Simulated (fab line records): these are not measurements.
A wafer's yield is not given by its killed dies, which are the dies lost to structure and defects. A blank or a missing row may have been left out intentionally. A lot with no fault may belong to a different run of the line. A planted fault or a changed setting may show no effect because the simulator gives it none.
fab line records | flow n5Finfet
record lots=10 | wafers=27 | lastDay=18
route steps=1938 shown BEOL_M4@1023
lots that met no fault: from a run of the same line without faults
startH: the number of hours between the record's first day and the start of the first shown wafer of the lot | waitH: hours since the lot's step before | " repeats the value in the row above | L1.1+2: a single row standing in for several wafers | - no value, or no start given | * or withheld: withheld | < > ~ a bound
route shown NAME@n: a module of which the file shows steps, and the number in the route of the first | usual: mean and standard deviation over wafers with no fault | same: alike in all rows | chamber/n: place in a boat | sites: readings site by site | _std_site: standard deviation of those values | _edge_site: the outer-site mean with the inner-site mean subtracted | radiusMm: how far each site lies from the wafer's centre | mask NAME#n: copy n | behind: the tool/chamber that last shaped the wafer | hold: what put the lot on hold/how long, in hours/how the hold closed | device: whichever transistor did not switch (one of n, p or np) | end of line: the tests these same wafers got at the end of their route | a step given without rows: its recipe and nothing more | killed: the dies lost at the first sort to structure and to defects; this is not the yield of the wafer | map: the dies of a wafer, with x for killed, . for not killed, _ for no die there
set.NAME: the setting the step ran with; set.NAME@STEP: the setting that earlier step ran with | model.NAME: the simulator's own value behind a step, which no gauge read
one table for each step of the route and one row for each wafer, over a sample of lots
services: a tool's chamber out of use, with start hour (startH, from the record's first day; less than 0 if before it), hours out, and reason
## steps
# step N5_BEOL_M4_PECVD_72
# recipe material=SiO2 | targetThkA=160 | tempC=400 | precursor=TEOS/O2 | pressureTorr=5.5 | rfW=450 | teosFlowSccm=53.8 | gas=O2 | flowSccm=3000 | timeS=18
# usual heaterPowerW=701/80 | showerheadPlenumPTorr=8.81/0.051 | throttleValvePct=22.7/0.95
lot.wafer | tool     | chamber | startH | waitH | heaterPowerW | showerheadPlenumPTorr | throttleValvePct
L220.2    | pecvd-04 | 2       | 151.54 | 0.0   | 839          | 8.67                  | 22.5
L220.3    | "        | 1       | "      | "     | 751          | 8.77                  | 22.6
L220.6    | "        | 2       | "      | "     | 809          | 8.72                  | 22.4
L224.1    | pecvd-02 | 0       | 179.02 | 0.0   | 759          | 8.84                  | 22.8
L224.2    | "        | 1       | "      | "     | 691          | 8.85                  | 21.4
L224.5    | "        | 1       | "      | "     | 672          | 8.87                  | 21.4
L225.2    | pecvd-03 | 0       | 183.43 | 0.0   | 645          | 8.83                  | 24.9
L225.4    | "        | 0       | "      | "     | 660          | 8.83                  | 24.7
L225.5    | "        | 2       | "      | "     | 595          | 8.85                  | 22.1
L228.3    | pecvd-03 | 1       | 194.98 | 0.0   | 717          | 8.83                  | 22.1
L228.4    | "        | 1       | "      | "     | 739          | 8.84                  | 22.1
L228.5    | "        | 2       | "      | "     | 578          | 8.84                  | 22.1
L230.2    | pecvd-02 | 2       | 218.95 | 0.0   | 728          | 8.79                  | 22.1
L230.5    | "        | 2       | "      | "     | 742          | 8.80                  | 22.2
L230.6    | "        | 0       | "      | "     | 732          | 8.87                  | 22.7
L234.1    | pecvd-04 | 1       | 232.27 | 0.0   | 776          | 8.77                  | 22.5
L234.2    | "        | 0       | "      | "     | 678          | 8.75                  | 23.3
L234.4    | "        | 0       | "      | "     | 692          | 8.77                  | 23.2
L236.5    | pecvd-03 | 2       | 247.99 | 0.1   | 558          | 8.84                  | 22.5
L236.6    | "        | 0       | "      | "     | 657          | 8.82                  | 24.9
L237.4    | pecvd-03 | 2       | 248.19 | 0.1   | 629          | 8.84                  | 22.4
L237.5    | "        | 1       | "      | "     | 760          | 8.85                  | 22.1
L239.2    | pecvd-03 | 2       | 268.41 | 0.0   | 626          | 8.85                  | 22.5
L239.4    | "        | 2       | "      | "     | 613          | 8.87                  | 22.4
L243.1    | pecvd-02 | 2       | 303.03 | 0.0   | 780          | 8.77                  | 22.5
L243.3    | "        | 1       | "      | "     | 698          | 8.86                  | 21.4
L243.5    | "        | 1       | "      | "     | 695          | 8.85                  | 21.5
# step N5_BEOL_M4_CMP_52
# recipe stopOn=SiOC | tOverpolishS=6.8 | downForcePsi=1 | platenRpm=50 | clearingPlatenDownForcePsi=1.5 | clearingPlatenRpm=50 | postCmpClean=cuAlkaline | targetThkNm=40 | clearingPlatenPadVelocityMS=0.99484 | padVelocityMS=0.99484
# usual barrierFieldEndpointS=24.3/0.6 | clearingPlatenDownForcePsi=1.4996/0.0027 | edgeZonePressureFrac=1.001/0.0054 | motorCurrentA=6.3/0.37 | slurryFlowMlMin=149.9/0.49
lot.wafer | tool   | chamber | startH | waitH | barrierFieldEndpointS | clearingPlatenDownForcePsi | edgeZonePressureFrac | motorCurrentA | slurryFlowMlMin
L220.3    | cmp-02 | 0       | 165.82 | 0.2   | 24.1                  | 1.4989                     | 0.997                | 7.1           | 149.5
L220.2    | "      | 2       | "      | "     | 24.3                  | 1.5031                     | 1.004                | 6.7           | 149.5
L220.6    | "      | 0       | "      | "     | 24.7                  | 1.4992                     | 0.999                | 6.9           | 149.0
L224.1    | cmp-01 | 2       | 188.43 | 0.4   | 23.9                  | 1.4995                     | 1.006                | 6.3           | 149.9
L224.2    | "      | 3       | "      | "     | 24.8                  | 1.4977                     | 0.994                | 6.2           | 149.6
L224.5    | "      | 2       | "      | "     | 25.2                  | 1.4987                     | 1.004                | 6.1           | 149.6
L225.4    | cmp-04 | 2       | 193.06 | 0.2   | 23.9                  | 1.5010                     | 1.004                | 6.1           | 150.5
L225.2    | "      | 3       | "      | "     | 23.9                  | 1.5003                     | 1.000                | 5.9           | 149.2
L225.5    | "      | 1       | "      | "     | 23.5                  | 1.5024                     | 1.004                | 6.2           | 149.8
L228.4    | cmp-02 | 0       | 202.34 | 0.2   | 24.0                  | 1.4985                     | 1.009                | 6.6           | 150.0
L228.3    | "      | 1       | "      | "     | 23.1                  | 1.5031                     | 1.013                | 6.3           | 149.8
L228.5    | "      | 0       | "      | "     | 23.2                  | 1.5025                     | 1.002                | 6.6           | 150.0
L230.2    | cmp-04 | 3       | 225.37 | 0.3   | 23.7                  | 1.4987                     | 0.990                | 6.1           | 150.2
L230.5    | "      | 0       | "      | "     | 23.9                  | 1.4948                     | 1.002                | 6.0           | 150.2
L230.6    | "      | 1       | "      | "     | 24.2                  | 1.5008                     | 1.002                | 6.2           | 149.5
L234.4    | cmp-01 | 3       | 243.27 | 0.1   | 23.8                  | 1.5003                     | 1.006                | 6.1           | 150.0
L234.2    | "      | 0       | "      | "     | 23.9                  | 1.5012                     | 0.994                | 6.9           | 149.8
L234.1    | "      | 1       | "      | "     | 23.5                  | 1.4982                     | 1.000                | 6.5           | 149.3
L236.5    | cmp-02 | 1       | 255.11 | 0.2   | 30.1                  | 1.4948                     | 1.002                | 6.4           | 151.0
L236.6    | "      | 2       | "      | "     | 24.5                  | 1.4985                     | 1.002                | 6.3           | 149.9
L237.4    | cmp-01 | 2       | 257.46 | 0.2   | 24.3                  | 1.5037                     | 1.000                | 6.4           | 150.2
L237.5    | "      | 1       | "      | "     | 30.7                  | 1.5011                     | 0.999                | 6.1           | 150.1
L239.4    | cmp-02 | 1       | 276.17 | 0.1   | 24.2                  | 1.5039                     | 1.006                | 6.5           | 150.0
L239.2    | "      | 0       | "      | "     | 29.3                  | 1.4994                     | 1.005                | 7.0           | 149.6
L243.1    | cmp-04 | 1       | 314.13 | 0.3   | 24.8                  | 1.4992                     | 0.993                | 5.9           | 149.1
L243.3    | "      | 3       | "      | "     | 24.5                  | 1.5045                     | 1.003                | 6.2           | 149.8
L243.5    | "      | 1       | "      | "     | 24.8                  | 1.4970                     | 0.985                | 5.9           | 149.7
# step N5_BEOL_M4_THK_MEAS_53
# recipe thkMeasGauge=xrf | reads=Cu_of_BEOL_M4_ECD_50
# usual M4_THK=39.2/1.1
lot.wafer | tool         | chamber | startH | waitH | M4_THK[nm]
L220.2    | filmMetro-01 | -       | 166.08 | -     | 40.2
L220.3    | "            | -       | "      | "     | 40.1
L220.6    | "            | -       | "      | "     | 38.9
L224.1    | filmMetro-02 | -       | 188.69 | -     | 38.6
L224.2    | "            | -       | "      | "     | 39.8
L224.5    | "            | -       | "      | "     | 38.2
L225.2    | filmMetro-01 | -       | 193.31 | -     | 39.8
L225.4    | "            | -       | "      | "     | 39.6
L225.5    | "            | -       | "      | "     | 39.2
L228.3    | filmMetro-02 | -       | 202.60 | -     | 38.1
L228.4    | "            | -       | "      | "     | 38.7
L228.5    | "            | -       | "      | "     | 38.0
L230.2    | filmMetro-01 | -       | 225.55 | -     | 39.5
L230.5    | "            | -       | "      | "     | 37.9
L230.6    | "            | -       | "      | "     | 37.8
L234.1    | filmMetro-02 | -       | 243.56 | -     | 38.2
L234.2    | "            | -       | "      | "     | 37.6
L234.4    | "            | -       | "      | "     | 37.8
L236.5    | filmMetro-02 | -       | 255.25 | -     | 40.1
L236.6    | "            | -       | "      | "     | 40.6
L237.4    | filmMetro-01 | -       | 257.68 | -     | 40.6
L237.5    | "            | -       | "      | "     | 39.3
L239.2    | filmMetro-02 | -       | 276.47 | -     | 40.5
L239.4    | "            | -       | "      | "     | 39.4
L243.1    | filmMetro-02 | -       | 314.42 | -     | 39.4
L243.3    | "            | -       | "      | "     | 42.1
L243.5    | "            | -       | "      | "     | 39.4
# step N5_BEOL_M4_PRE_CLEAN_60
# recipe gas=NH3/H2 | timeS=15 | tempC=* | rfPowerW=300
# usual heaterPowerW=71/14
lot.wafer | tool     | chamber | startH | waitH | heaterPowerW
L220.2    | cvdCo-02 | 2       | 166.12 | 0.0   | 58
L220.3    | "        | 1       | "      | "     | 64
L220.6    | "        | 1       | "      | "     | 65
L224.1    | cvdCo-01 | 0       | 188.73 | 0.0   | 94
L224.2    | "        | 1       | "      | "     | 87
L224.5    | "        | 2       | "      | "     | 66
L225.2    | cvdCo-02 | 2       | 193.35 | 0.0   | 58
L225.4    | "        | 2       | "      | "     | 58
L225.5    | "        | 0       | "      | "     | 62
L228.3    | cvdCo-01 | 2       | 202.63 | 0.0   | 66
L228.4    | "        | 1       | "      | "     | 85
L228.5    | "        | 2       | "      | "     | 64
L230.2    | cvdCo-01 | 2       | 225.59 | 0.0   | 65
L230.5    | "        | 0       | "      | "     | 95
L230.6    | "        | 2       | "      | "     | 65
L234.1    | cvdCo-01 | 1       | 243.60 | 0.0   | 86
L234.2    | "        | 2       | "      | "     | 66
L234.4    | "        | 0       | "      | "     | 98
L236.5    | cvdCo-01 | 0       | 255.31 | 0.1   | 97
L236.6    | "        | 2       | "      | "     | 65
L237.4    | cvdCo-01 | 0       | 257.73 | 0.1   | 93
L237.5    | "        | 2       | "      | "     | 67
L239.2    | cvdCo-01 | 1       | 276.51 | 0.0   | 87
L239.4    | "        | 2       | "      | "     | 65
L243.1    | cvdCo-02 | 0       | 314.47 | 0.0   | 60
L243.3    | "        | 1       | "      | "     | 67
L243.5    | "        | 1       | "      | "     | 67
# step N5_BEOL_M4_RS_MEAS_58
# recipe thkMeasGauge=four-point-probe | reads=Co_of_BEOL_M4_CO_CAP_55+Cu_of_BEOL_M4_ECD_50+Co_of_BEOL_M4_CVD_47+TaN_of_BEOL_M4_ALD_84
# usual M4_RS=0.673/0.023
lot.wafer | tool         | chamber | startH | waitH | M4_RS[ohm/sq]
L220.2    | filmMetro-01 | -       | 166.40 | 0.1   | 0.651
L220.3    | "            | -       | "      | "     | 0.648
L220.6    | "            | -       | "      | "     | 0.672
L224.1    | filmMetro-02 | -       | 188.95 | 0.0   | 0.690
L224.2    | "            | -       | "      | "     | 0.657
L224.5    | "            | -       | "      | "     | 0.699
L225.2    | filmMetro-02 | -       | 193.57 | 0.1   | 0.670
L225.4    | "            | -       | "      | "     | 0.668
L225.5    | "            | -       | "      | "     | 0.680
L228.3    | filmMetro-02 | -       | 202.86 | 0.1   | 0.696
L228.4    | "            | -       | "      | "     | 0.681
L228.5    | "            | -       | "      | "     | 0.700
L230.2    | filmMetro-02 | -       | 225.81 | 0.1   | 0.664
L230.5    | "            | -       | "      | "     | 0.702
L230.6    | "            | -       | "      | "     | 0.706
L234.1    | filmMetro-02 | -       | 243.85 | 0.1   | 0.700
L234.2    | "            | -       | "      | "     | 0.708
L234.4    | "            | -       | "      | "     | 0.701
L236.5    | filmMetro-01 | -       | 255.51 | 0.0   | 0.660
L236.6    | "            | -       | "      | "     | 0.650
L237.4    | filmMetro-02 | -       | 257.94 | 0.0   | 0.636
L237.5    | "            | -       | "      | "     | 0.668
L239.2    | filmMetro-02 | -       | 276.73 | 0.1   | 0.646
L239.4    | "            | -       | "      | "     | 0.668
L243.1    | filmMetro-01 | -       | 314.69 | 0.0   | 0.675
L243.3    | "            | -       | "      | "     | 0.622
L243.5    | "            | -       | "      | "     | 0.671
# step N5_BEOL_M4_RC_MEAS_101
# usual DIBL_N=36.4/1.2 | DIBL_P=36.1/1.6 | IOFF_N=0.156/0.024 | IOFF_P=0.21/0.031 | ION_N=674/11 | ION_P=463/6.9 | SS_N=71.5/0.5 | SS_P=73.2/0.55 | VT_N=250.0/2.9 | VT_P=-250/3.6
lot.wafer | tool      | chamber | startH | waitH | DIBL_N[mV/V] | DIBL_P[mV/V] | IOFF_N[nA/um] | IOFF_P[nA/um] | ION_N[uA/um] | ION_P[uA/um] | SS_N[mV/dec] | SS_P[mV/dec] | VT_N[mV] | VT_P[mV]
L220.2    | prober-02 | 0       | 166.60 | 0.2   | 37.7         | 38.4         | 0.178         | 0.22          | 671          | 462          | 72.2         | 73.5         | 250.2    | -250
L220.3    | "         | 0       | "      | "     | 35.5         | 36.8         | 0.155         | 0.20          | 675          | 464          | 71.2         | 72.9         | 251.4    | -251
L220.6    | "         | 0       | "      | "     | 36.2         | 37.6         | 0.157         | 0.20          | 679          | 464          | 70.8         | 72.7         | 250.2    | -252
L224.1    | prober-02 | 0       | 189.00 | 0.0   | 37.3         | 39.6         | 0.204         | 0.26          | 698          | 473          | 72.3         | 73.9         | 245.0    | -250
L224.2    | "         | 0       | "      | "     | 35.2         | 37.1         | 0.160         | 0.22          | 669          | 459          | 71.4         | 73.7         | 249.5    | -248
L224.5    | "         | 0       | "      | "     | 36.6         | 38.4         | 0.183         | 0.24          | 676          | 461          | 71.8         | 73.5         | 247.5    | -250
L225.2    | prober-01 | 0       | 193.78 | 0.2   | 35.2         | 34.7         | 0.133         | 0.20          | 668          | 468          | 71.4         | 73.0         | 250.7    | -249
L225.4    | "         | 0       | "      | "     | 35.9         | 36.4         | 0.144         | 0.22          | 671          | 468          | 72.3         | 73.8         | 251.6    | -246
L225.5    | "         | 0       | "      | "     | 35.2         | 34.3         | 0.134         | 0.20          | 665          | 461          | 71.2         | 72.9         | 253.1    | -250
L228.3    | prober-02 | 0       | 203.22 | 0.3   | 38.4         | 38.1         | 0.182         | 0.22          | 684          | 467          | 71.4         | 73.2         | 248.8    | -250
L228.4    | "         | 0       | "      | "     | 37.3         | 38.3         | 0.173         | 0.21          | 677          | 461          | 72.0         | 72.5         | 247.9    | -248
L228.5    | "         | 0       | "      | "     | 37.4         | 37.4         | 0.163         | 0.19          | 683          | 466          | 71.9         | 73.1         | 249.7    | -249
L230.2    | prober-02 | 0       | 226.14 | 0.3   | 36.3         | 35.8         | 0.159         | 0.21          | 687          | 467          | 71.9         | 73.7         | 249.2    | -251
L230.5    | "         | 0       | "      | "     | 36.3         | 35.8         | 0.161         | 0.21          | 685          | 472          | 71.1         | 74.1         | 248.0    | -251
L230.6    | "         | 0       | "      | "     | 36.1         | 35.7         | 0.152         | 0.21          | 668          | 458          | 70.8         | 73.5         | 249.3    | -250
L234.1    | prober-02 | 0       | 243.90 | 0.0   | 36.6         | 35.0         | 0.154         | 0.19          | 681          | 463          | 71.8         | 73.3         | 252.5    | -252
L234.2    | "         | 0       | "      | "     | 35.8         | 34.9         | 0.151         | 0.18          | 684          | 460          | 71.6         | 73.0         | 249.4    | -254
L234.4    | "         | 0       | "      | "     | 34.6         | 33.3         | 0.127         | 0.17          | 665          | 452          | 71.5         | 73.3         | 253.1    | -257
L236.5    | prober-01 | 0       | 256.18 | 0.6   | 37.2         | 35.6         | 0.152         | 0.19          | 670          | 458          | 71.5         | 73.2         | 250.9    | -251
L236.6    | "         | 0       | "      | "     | 35.9         | 34.3         | 0.130         | 0.17          | 664          | 460          | 71.3         | 73.3         | 251.3    | -252
L237.4    | prober-01 | 0       | 258.45 | 0.5   | 35.9         | 35.4         | 0.143         | 0.21          | 668          | 461          | 71.3         | 72.7         | 248.5    | -250
L237.5    | "         | 0       | "      | "     | 36.2         | 35.9         | 0.145         | 0.21          | 669          | 466          | 71.4         | 72.7         | 249.6    | -248
L239.2    | prober-01 | 0       | 276.94 | 0.2   | 37.7         | 36.7         | 0.175         | 0.25          | 679          | 467          | 71.8         | 73.3         | 247.2    | -247
L239.4    | "         | 0       | "      | "     | 36.4         | 34.8         | 0.149         | 0.22          | 661          | 463          | 71.0         | 73.3         | 250.1    | -248
L243.1    | prober-01 | 0       | 314.74 | 0.0   | 35.8         | 35.8         | 0.156         | 0.19          | 678          | 464          | 71.4         | 73.8         | 248.1    | -253
L243.3    | "         | 0       | "      | "     | 35.0         | 34.4         | 0.141         | 0.17          | 674          | 452          | 72.0         | 73.3         | 251.6    | -255
L243.5    | "         | 0       | "      | "     | 35.1         | 34.8         | 0.140         | 0.17          | 681          | 464          | 71.5         | 72.8         | 248.5    | -254
## services
tool     | chamber | startH | hours | kind
cmp-02   | -       | 128.95 | -     | consumableReplace:conditioner
cmp-02   | -       | 128.95 | -     | consumableReplace:pad
cmp-01   | -       | 133.97 | 2.0   | repair
cvdCo-01 | -       | 139.25 | 1.2   | repair
pecvd-02 | 2       | 152.88 | 5.5   | scheduledDown
pecvd-04 | -       | 154.32 | 2.8   | pm
pecvd-02 | 0       | 158.34 | 4.6   | scheduledDown
cvdCo-02 | 0       | 164.38 | 13.9  | repair
cmp-01   | -       | 165.72 | 20.0  | pm
cvdCo-01 | -       | 168.86 | 1.6   | repair
pecvd-02 | 1       | 173.68 | 2.1   | scheduledDown
cvdCo-02 | -       | 174.31 | 6.0   | pm
cvdCo-01 | -       | 183.26 | 5.3   | repair
cmp-02   | -       | 183.50 | 0.6   | repair
cmp-01   | -       | 191.11 | 0.3   | repair
cvdCo-02 | -       | 225.46 | 0.6   | repair
cmp-04   | -       | 229.25 | 4.0   | pm
cmp-04   | -       | 233.25 | -     | consumableReplace:conditioner
cmp-04   | -       | 233.25 | -     | consumableReplace:pad
cmp-01   | -       | 240.50 | 0.6   | repair
pecvd-03 | -       | 254.41 | 2.8   | pm
cmp-04   | -       | 265.45 | 1.7   | repair
cmp-01   | -       | 279.26 | 2.2   | repair
pecvd-03 | 1       | 304.93 | 5.0   | scheduledDown
## key
firstSign step=N5_BEOL_M4_CMP_52 | reading=barrierFieldEndpointS | direction=up | sigmas=9.7 | usual=24.3 | struck=30.1
effect none on later readings
metAt N5_BEOL_M4_PECVD_72
struckLots L236,L237,L239
struckWafers L236.5,L237.5,L239.2
notActingAt N5_BEOL_M4_THK_MEAS_53,N5_BEOL_M4_PRE_CLEAN_60,N5_BEOL_M4_RS_MEAS_58
onsetBetween 194.98 247.99
fault kind=processParameterDrift | tool=pecvd-03 | chamber=- | onsetH=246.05 | steps=N5_BEOL_M4_PECVD_72 | channel=timeS | offset=* | shape=step | endH=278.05 | scope=struckWafersOnly | actsIn=* | stated=*
